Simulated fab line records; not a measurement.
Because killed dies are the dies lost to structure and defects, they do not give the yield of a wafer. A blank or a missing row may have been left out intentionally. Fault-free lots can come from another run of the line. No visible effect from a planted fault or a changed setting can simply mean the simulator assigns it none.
fab line records ; flow nand_harc
[record] lots = 6; wafers = 18; last_day = 34
route steps=1302 shown A_STAIRCASE@740 END@1302
lots that met no fault: from a run of the same line without faults
start_h: start of the lot's first displayed wafer, in hours after the record's first day ; wait_h: hours elapsed since this lot's preceding step ; " the same as in the row above ; L1.1+2: a row that stands for several wafers ; - no value, or no start was given ; * or withheld: withheld ; < > ~ a bound
route shown NAME@n: names a module that has steps shown in the file, with the first one's number in the route ; usual: mean/standard deviation taken from wafers without a fault ; same: alike in all rows ; chamber/n: place in a boat ; sites: readings site by site ; _std_site: their standard deviation ; _edge_site: the outer-site mean with the inner-site mean subtracted ; radius_mm: for every site, how far away it sits from the centre of the wafer ; mask NAME#n: copy n ; behind: the last tool/chamber to shape the wafer ; hold: why the lot was held/for how many hours/how that ended ; device: which transistor (n, p or np) failed to switch ; end of line: the same wafers' tests at the end of the route ; a step without rows: its recipe alone ; killed: at the first sort, the dies lost to defects and structure; wafer yield is something else ; map: a wafer's dies, x killed, . not, _ none there
set.NAME: the run value of the setting; set.NAME@STEP: its run value at that earlier step ; model.NAME: the simulator's own value behind a step, which no gauge read
lots seen at some steps along the route; tables by step, rows by wafer
services: from which hour (start_h, from the record's first day; less than 0 if before it) a tool's chamber was out of use, for how many hours, and why
[[steps]]
[step NHARC_A_STAIRCASE_TRIM_226]
[recipe] time_s = 211.2; o2_flow_sccm = 500; ar_flow_sccm = 0; bias_w = 0; chemistry = O2
[usual] drypump_motor_current_A = 6.1/0.52; mfc_ar_sccm = 0.007/0.0072; oes_product_au = 1.000/0.0085; rf_vpp_V = 57.8/0.94; showerhead_plenum_p_Torr = 3.52/0.16; throttle_valve_pct = 17.038/0.0086
lot.wafer;tool;chamber;start_h;wait_h;drypump_motor_current_A;mfc_ar_sccm;oes_product_au;rf_hours_counter_h;rf_vpp_V;showerhead_plenum_p_Torr;throttle_valve_pct
L935.1;rie_diel-11;3;-;-;6.1;0;0.980;37;56.9;3.58;17.035
L935.2;rie_diel-11;0;-;-;6.2;0.007;0.988;39;56.8;3.32;17.042
L935.4;rie_diel-11;2;-;-;6.6;0.004;0.999;37;56.0;3.48;17.036
L947.4;rie_diel-11;0;-;-;6.2;0.007;1.006;18;57.6;3.30;17.031
L947.5;rie_diel-11;1;-;-;6.2;0;1.005;-;56.7;3.43;17.032
L947.6;rie_diel-11;2;-;-;6.5;0.004;1.001;-;57.1;3.46;17.044
L948.2;rie_diel-13;1;-;-;6.7;0;1.002;49;57.7;3.31;17.044
L948.3;rie_diel-13;0;-;-;5.1;0.019;0.988;42;57.9;3.49;17.040
L948.6;rie_diel-13;2;-;-;6.0;0.016;1.010;-;57.6;3.78;17.042
L952.3;rie_diel-13;2;-;-;6.0;0.016;1.003;2;57.5;3.78;17.046
L952.4;rie_diel-13;3;-;-;5.9;0.013;0.991;3;58.4;3.55;17.049
L952.6;rie_diel-13;1;-;-;6.7;0;0.993;-;55.7;3.30;17.048
L953.3;rie_diel-13;3;-;-;5.8;0.013;0.992;10;58.3;3.55;17.034
L953.1;rie_diel-13;0;-;-;5.1;0.019;0.997;12;58.2;3.48;17.036
L953.5;rie_diel-13;2;-;-;6.0;0.016;1.008;-;56.1;3.77;17.041
L957.3;rie_diel-13;1;-;-;6.6;0;1.016;23;59.3;3.29;17.030
L957.4;rie_diel-13;3;-;-;5.8;0.013;0.999;16;58.1;3.55;17.023
L957.6;rie_diel-13;1;-;-;6.7;0;1.012;-;59.3;3.29;17.043
[step NHARC_A_STAIRCASE_ETCH_227]
[recipe] target_depth_a = 1000; time_s = 40.5; ion_energy_ev = 400; c4f8_flow_sccm = 20; o2_flow_sccm = 10; ar_flow_sccm = withheld; rf_w = 600; bias_w = 1000; chemistry = C4F8/O2
[step NHARC_A_STAIRCASE_TRIM_229]
[recipe] time_s = 211.2; o2_flow_sccm = 500; ar_flow_sccm = 0; bias_w = 0; chemistry = O2
[usual] drypump_motor_current_A = 6.0/0.56; mfc_ar_sccm = 0.006/0.0065; oes_product_au = 0.999/0.0097; rf_vpp_V = 57.7/0.89; showerhead_plenum_p_Torr = 3.54/0.16; throttle_valve_pct = 17.036/0.0087
lot.wafer;tool;chamber;start_h;wait_h;drypump_motor_current_A;mfc_ar_sccm;oes_product_au;rf_hours_counter_h;rf_vpp_V;showerhead_plenum_p_Torr;throttle_valve_pct
L935.2;rie_diel-11;1;369.67;0.2;6.2;0;1.018;39;59.4;3.45;17.045
L935.4;rie_diel-11;2;369.67;0.2;6.6;0.004;1.005;38;57.3;3.48;17.037
L935.1;rie_diel-11;3;369.67;0.2;6.1;0;0.989;38;58.1;3.58;17.041
L947.4;rie_diel-11;2;509.07;0.1;6.6;0.004;1.000;22;57.2;3.46;17.038
L947.5;rie_diel-11;0;509.07;0.1;6.2;0.007;0.999;-;57.7;3.30;17.036
L947.6;rie_diel-11;1;509.07;0.1;6.2;0;0.998;-;56.3;3.43;17.030
L948.2;rie_diel-13;3;510.04;0.1;5.8;0.013;1.010;44;56.3;3.56;17.050
L948.3;rie_diel-13;0;510.04;0.1;5.1;0.019;0.986;42;58.1;3.49;17.057
L948.6;rie_diel-13;2;510.04;0.1;6.1;0.016;1.001;-;58.5;3.78;17.033
L952.4;rie_diel-11;2;536.75;0.1;6.6;0.004;0.984;35;58.4;3.45;17.033
L952.3;rie_diel-11;0;536.75;0.1;6.3;0.007;0.984;30;56.8;3.29;17.044
L952.6;rie_diel-11;1;536.75;0.1;6.2;0;0.992;-;58.8;3.42;17.028
L953.1;rie_diel-11;2;568.34;0.1;6.6;0.004;0.990;42;58.1;3.45;17.048
L953.3;rie_diel-11;3;568.34;0.1;6.1;0;0.996;39;58.8;3.55;17.033
L953.5;rie_diel-11;3;568.34;0.1;6.1;0;1.003;-;56.3;3.55;17.035
L957.3;rie_diel-08;3;593.22;0.1;6.3;0;0.992;13;57.6;3.73;17.024
L957.4;rie_diel-08;1;593.22;0.1;6.5;0.006;1.008;9;55.2;3.41;17.043
L957.6;rie_diel-08;0;593.22;0.1;4.8;0.011;0.995;-;57.9;3.76;17.022
[step NHARC_A_STAIRCASE_ETCH_230]
[recipe] target_depth_a = 1000; time_s = 40.5; ion_energy_ev = 400; c4f8_flow_sccm = 20; o2_flow_sccm = 10; ar_flow_sccm = withheld; rf_w = 600; bias_w = 1000; chemistry = C4F8/O2
[step NHARC_A_STAIRCASE_TRIM_231]
[recipe] time_s = 211.2; o2_flow_sccm = 500; ar_flow_sccm = 0; bias_w = 0; chemistry = O2
[step NHARC_A_STAIRCASE_ETCH_232]
[recipe] target_depth_a = 1000; time_s = 40.5; ion_energy_ev = 400; c4f8_flow_sccm = 20; o2_flow_sccm = 10; ar_flow_sccm = withheld; rf_w = 600; bias_w = 1000; chemistry = C4F8/O2
[usual] oes_product_au = 0.943/0.015; rf_vpp_V = 896/5.7
lot.wafer;tool;chamber;start_h;wait_h;oes_product_au;rf_hours_counter_h;rf_vpp_V
L935.1;rie_diel-11;1;-;-;0.937;39;893
L935.2;rie_diel-11;2;-;-;0.929;38;894
L935.4;rie_diel-11;3;-;-;0.932;38;898
L947.4;rie_diel-11;2;-;-;0.948;22;895
L947.6;rie_diel-11;3;-;-;0.942;-;897
L947.5;rie_diel-11;0;-;-;0.933;-;887
L948.2;rie_diel-13;2;-;-;0.942;47;905
L948.3;rie_diel-13;3;-;-;0.944;44;898
L948.6;rie_diel-13;2;-;-;0.945;-;905
L952.4;rie_diel-11;2;-;-;0.920;36;892
L952.3;rie_diel-11;0;-;-;0.951;30;887
L952.6;rie_diel-11;3;-;-;0.947;-;896
L953.3;rie_diel-11;2;-;-;0.930;42;892
L953.1;rie_diel-11;3;-;-;0.935;39;896
L953.5;rie_diel-11;2;-;-;0.920;-;893
L957.4;rie_diel-08;1;-;-;0.975;9;893
L957.3;rie_diel-08;0;-;-;0.948;13;905
L957.6;rie_diel-08;1;-;-;0.983;-;892
[step NHARC_A_STAIRCASE_TRIM_233]
[recipe] time_s = 211.2; o2_flow_sccm = 500; ar_flow_sccm = 0; bias_w = 0; chemistry = O2
[usual] drypump_motor_current_A = 6.0/0.55; mfc_ar_sccm = 0.006/0.0066; oes_product_au = 0.997/0.0081; rf_vpp_V = 57.8/0.9; showerhead_plenum_p_Torr = 3.54/0.15; throttle_valve_pct = 17.037/0.0097
lot.wafer;tool;chamber;start_h;wait_h;drypump_motor_current_A;mfc_ar_sccm;oes_product_au;rf_hours_counter_h;rf_vpp_V;showerhead_plenum_p_Torr;throttle_valve_pct
L935.4;rie_diel-11;2;-;-;6.6;0.004;0.990;38;58.4;3.48;17.037
L935.2;rie_diel-11;0;-;-;6.3;0.007;0.981;40;57.1;3.32;17.038
L935.1;rie_diel-11;1;-;-;6.2;0;0.997;39;56.9;3.45;17.026
L947.4;rie_diel-11;3;-;-;6.1;0;0.991;21;57.0;3.56;17.032
L947.6;rie_diel-11;2;-;-;6.6;0.004;0.998;-;58.2;3.46;17.046
L947.5;rie_diel-11;3;-;-;6.1;0;1.002;-;58.3;3.56;17.034
L948.3;rie_diel-13;0;-;-;5.1;0.019;0.988;42;59.3;3.49;17.036
L948.2;rie_diel-13;3;-;-;5.8;0.013;1.002;44;56.6;3.56;17.045
L948.6;rie_diel-13;1;-;-;6.7;0;0.998;-;58.2;3.31;17.031
L952.4;rie_diel-11;1;-;-;6.2;0;0.997;33;58.1;3.42;17.039
L952.3;rie_diel-11;0;-;-;6.2;0.007;0.997;30;57.2;3.29;17.037
L952.6;rie_diel-11;2;-;-;6.6;0.004;0.994;-;57.7;3.45;17.050
L953.1;rie_diel-11;1;-;-;6.2;0;0.994;42;58.2;3.42;17.039
L953.3;rie_diel-11;3;-;-;6.1;0;1.001;39;58.8;3.55;17.033
L953.5;rie_diel-11;0;-;-;6.2;0.007;0.998;-;56.6;3.29;17.050
L957.3;rie_diel-08;3;-;-;6.3;0;0.992;14;57.4;3.73;17.027
L957.4;rie_diel-08;2;-;-;5.5;0;1.010;12;57.9;3.53;17.045
L957.6;rie_diel-08;0;-;-;4.9;0.011;0.997;-;57.5;3.76;17.031
[step NHARC_A_STAIRCASE_ETCH_234]
[recipe] target_depth_a = 1000; time_s = 40.5; ion_energy_ev = 400; c4f8_flow_sccm = 20; o2_flow_sccm = 10; ar_flow_sccm = withheld; rf_w = 600; bias_w = 1000; chemistry = C4F8/O2
[usual] oes_product_au = 0.942/0.014; rf_vpp_V = 897/5.7
lot.wafer;tool;chamber;start_h;wait_h;oes_product_au;rf_hours_counter_h;rf_vpp_V
L935.2;rie_diel-11;1;-;-;0.941;40;893
L935.4;rie_diel-11;2;-;-;0.941;38;894
L935.1;rie_diel-11;3;-;-;0.929;39;897
L947.4;rie_diel-11;3;-;-;0.932;21;897
L947.5;rie_diel-11;3;-;-;0.936;-;898
L947.6;rie_diel-11;0;-;-;0.939;-;888
L948.3;rie_diel-13;1;-;-;0.942;49;888
L948.2;rie_diel-13;2;-;-;0.953;47;905
L948.6;rie_diel-13;1;-;-;0.934;-;886
L952.3;rie_diel-11;2;-;-;0.932;36;894
L952.4;rie_diel-11;0;-;-;0.952;30;887
L952.6;rie_diel-11;3;-;-;0.945;-;898
L953.3;rie_diel-11;2;-;-;0.935;42;893
L953.1;rie_diel-11;0;-;-;0.933;40;887
L953.5;rie_diel-11;2;-;-;0.942;-;893
L957.3;rie_diel-08;0;-;-;0.926;13;905
L957.4;rie_diel-08;1;-;-;0.966;9;891
L957.6;rie_diel-08;3;-;-;0.928;-;902
[step NHARC_A_STAIRCASE_TRIM_235]
[recipe] time_s = 211.2; o2_flow_sccm = 500; ar_flow_sccm = 0; bias_w = 0; chemistry = O2
[step NHARC_A_STAIRCASE_ETCH_236]
[recipe] target_depth_a = 1000; time_s = 40.5; ion_energy_ev = 400; c4f8_flow_sccm = 20; o2_flow_sccm = 10; ar_flow_sccm = withheld; rf_w = 600; bias_w = 1000; chemistry = C4F8/O2
[step NHARC_A_STAIRCASE_STRIP_238]
[recipe] power_w = 1500; temp_c = 250; chemistry = O2
[usual] drypump_motor_current_A = 5.4/0.5; heater_power_w = 309/11; temp_c = 250.02/0.17
lot.wafer;tool;chamber;start_h;wait_h;drypump_motor_current_A;heater_power_w;rf_hours_counter_h;temp_c
L935.2;plasma_asher-01;0;371.16;0.1;5.7;319;4;249.98
L935.1;plasma_asher-01;1;371.16;0.1;6.3;320;4;249.92
L935.4;plasma_asher-01;0;371.16;0.1;5.7;316;-;249.83
L947.4;plasma_asher-02;0;510.23;0.2;-;-;-;-
L947.6;plasma_asher-02;1;510.23;0.2;-;-;-;-
L947.5;plasma_asher-02;0;510.23;0.2;-;-;-;-
L948.2;plasma_asher-02;1;511.06;0.1;-;-;-;-
L948.3;plasma_asher-02;0;511.06;0.1;-;-;-;-
L948.6;plasma_asher-02;0;511.06;0.1;-;-;-;-
L952.3;plasma_asher-02;1;538.14;0.2;5.2;303;-;250.50
L952.4;plasma_asher-02;0;538.14;0.2;5.0;298;-;250.16
L952.6;plasma_asher-02;0;538.14;0.2;5.0;299;-;249.87
L953.1;plasma_asher-02;1;569.46;0.1;5.2;308;30;249.93
L953.3;plasma_asher-02;1;569.46;0.1;5.2;302;-;249.82
L953.5;plasma_asher-02;1;569.46;0.1;5.2;308;-;250.13
L957.3;plasma_asher-01;1;594.37;0.2;6.3;341;-;250.16
L957.4;plasma_asher-01;0;594.37;0.2;5.7;332;-;249.80
L957.6;plasma_asher-01;1;594.37;0.2;6.3;350;-;250.03
[step NHARC_A_STAIRCASE_STRIP_239]
[recipe] time_s = 900; temp_c = 130; chemistry = SPM
[step NHARC_END_SORT_01]
[recipe] temp_c = 25
[usual] killed_at_array = 55/17; killed_at_other = 1.1/1.6; killed_at_periphery = 3.8/2.5; killed_dies = 60/18; killed_open = 3.3/1.9; killed_short = 2.5/1.7
[same] gross_dies = 677
lot.wafer;tool;chamber;start_h;wait_h;killed_at_array;killed_at_other;killed_at_periphery;killed_dies;killed_open;killed_short
L947.4;prober-02;0;717.94;3.4;59;0;4;63;1;3
L947.5;prober-02;0;718.74;3.7;60;0;5;65;6;2
L947.6;prober-02;0;719.54;4.0;73;0;7;80;3;3
// killed by level:class
L947.4 A_CHANNEL_HOLE_D1:chamber_film_flake=35 A_CHANNEL_HOLE_D2:chamber_film_flake=11 A_STAIRCASE:chamber_film_flake=3 A_CONTACT:chamber_film_flake=3 P_GATE:chamber_film_flake=2 A_SGD_CUT:geometric_particle:short=2 P_STI:chamber_film_flake=2 A_DECK1_JOINT:chamber_film_flake=2
L947.5 A_CHANNEL_HOLE_D1:chamber_film_flake=28 A_CHANNEL_HOLE_D2:chamber_film_flake=14 A_SLIT:chamber_film_flake=6 P_M2:chamber_film_flake=3 A_CONTACT:chamber_film_flake=3 A_BLC:geometric_particle:open=2 A_STAIRCASE:chamber_film_flake=2 P_CONTACT:geometric_particle:open=1
L947.6 A_CHANNEL_HOLE_D1:chamber_film_flake=31 A_CHANNEL_HOLE_D2:chamber_film_flake=22 A_CONTACT:chamber_film_flake=7 P_M2:chamber_film_flake=5 A_DECK1_JOINT:chamber_film_flake=3 A_SLIT:chamber_film_flake=3 A_ONON_D1:geometric_particle:open=2 P_GATE:geometric_particle:short=1
[[services]]
tool;chamber;start_h;hours;kind
plasma_asher-02;-;357.79;5.0;repair
rie_diel-11;0;366.00;-;clean
rie_diel-11;1;366.00;-;clean
rie_diel-11;2;366.00;-;clean
rie_diel-11;3;366.00;-;clean
rie_diel-08;-;367.84;9.0;pm
rie_diel-11;2;379.91;2.2;repair
rie_diel-08;1;385.33;6.2;repair
rie_diel-11;0;390.51;-;clean
rie_diel-11;1;390.51;-;clean
plasma_asher-02;-;426.15;9.0;pm
rie_diel-11;0;435.20;3.0;repair
rie_diel-11;-;435.99;9.0;pm
rie_diel-08;0;462.37;9.5;repair
rie_diel-13;0;471.12;7.6;repair
rie_diel-11;0;485.74;1.2;repair
rie_diel-13;-;519.35;9.0;pm
plasma_asher-01;-;520.68;9.0;pm
plasma_asher-02;-;538.43;9.5;repair
rie_diel-08;-;544.93;9.0;pm
rie_diel-08;1;558.67;8.7;repair
rie_diel-13;3;570.33;8.1;repair
rie_diel-08;-;586.61;0.7;repair
rie_diel-11;1;592.30;20.3;repair
[[key]]
[first_sign] step = NHARC_A_STAIRCASE_STRIP_238; reading = tool_record; direction = missing
effect none on later readings
met_at NHARC_A_STAIRCASE_STRIP_238
struck_wafers L947.4,L947.5,L947.6,L948.2,L948.3,L948.6
tester_left_out L947,L948
[fault] kind = skipped_step_whole; tool = plasma_asher-02; chamber = -; onset_h = 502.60; steps = NHARC_A_STAIRCASE_STRIP_238; scope = struck_lots_only
// tester_left_out: of these lots the tester's yield and bins aren't shown, on N5 and GAA mostly nor the transistor test; their killed dies are dies lost to structure and defects alone, not to doping, threshold or leakage, so they don't give the yield
